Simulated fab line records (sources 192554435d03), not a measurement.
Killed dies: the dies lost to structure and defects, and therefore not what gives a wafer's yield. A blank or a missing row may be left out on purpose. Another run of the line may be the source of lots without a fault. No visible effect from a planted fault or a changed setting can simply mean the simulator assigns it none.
Matching of chambers | flow n5Finfet | N5_FIN_SAQP_SPACER1_ALD_24 on aldSin-03: 4 sister chambers
The step deposits SiO2, target thk 20.3 nm, pulse time 1 s, purge time 2 s. 8 wafers are shown with their chamber, then 9 later ones without.

== WAFERS PAIRED WITH THEIR CHAMBERS ==
wafer  | chamber | heaterPowerW (W) | precursorPulseHeightRel
L082.6 | 1       | 488              | 1.007
L083.4 | 2       | 481              | 1.017
L084.1 | 3       | 546              | 0.987
L084.4 | 0       | 440              | 0.967
L084.6 | 2       | 475              | 0.997
L086.1 | 1       | 506              | 0.984
L086.2 | 3       | 533              | 0.996
L086.3 | 0       | 460              | 1.022

== WAFERS WHOSE CHAMBER IS MISSING ==
wafer  | heaterPowerW (W) | precursorPulseHeightRel
L088.1 | 452              | 1.000
L088.3 | 470              | 1.012
L088.6 | 472              | 0.990
L090.2 | 530              | 1.030
L090.4 | 438              | 1.024
L090.6 | 440              | 1.000
L097.2 | 540              | 0.947
L097.3 | 518              | 1.025
L097.5 | 457              | 0.976

== WHICH CHAMBER EACH ONE RAN IN ==
wafer  | from the rows above          | in truth
L088.1 | 0                            | 0
L088.3 | can't be placed: 2 or 0 or 1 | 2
L088.6 | can't be placed: 2 or 0 or 1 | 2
L090.2 | can't be placed: 3 or 1      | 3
L090.4 | 0                            | 0
L090.6 | 0                            | 0
L097.2 | 3                            | 3
L097.3 | can't be placed: 1 or 3 or 2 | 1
L097.5 | can't be placed: 0 or 2      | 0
4 of 9 placed correctly. These rows do not allow placing 5 (true chamber among the candidates in 5). Placed wrongly: 0.
How it was worked out, from the rows above alone: a wafer's distance from a chamber is the root of the sum, over the readings, of the square of ((its reading less the chamber's mean) divided by the reading's scatter). The wafer belongs to the nearest chamber; if the next one is less than 2 further off, it can't be placed. Each chamber's mean is taken over the wafers shown for it. How the scatter is found: for the shown wafers, subtract from each reading the mean of its chamber, square and add these, divide the total by (wafers less chambers), then take the root.
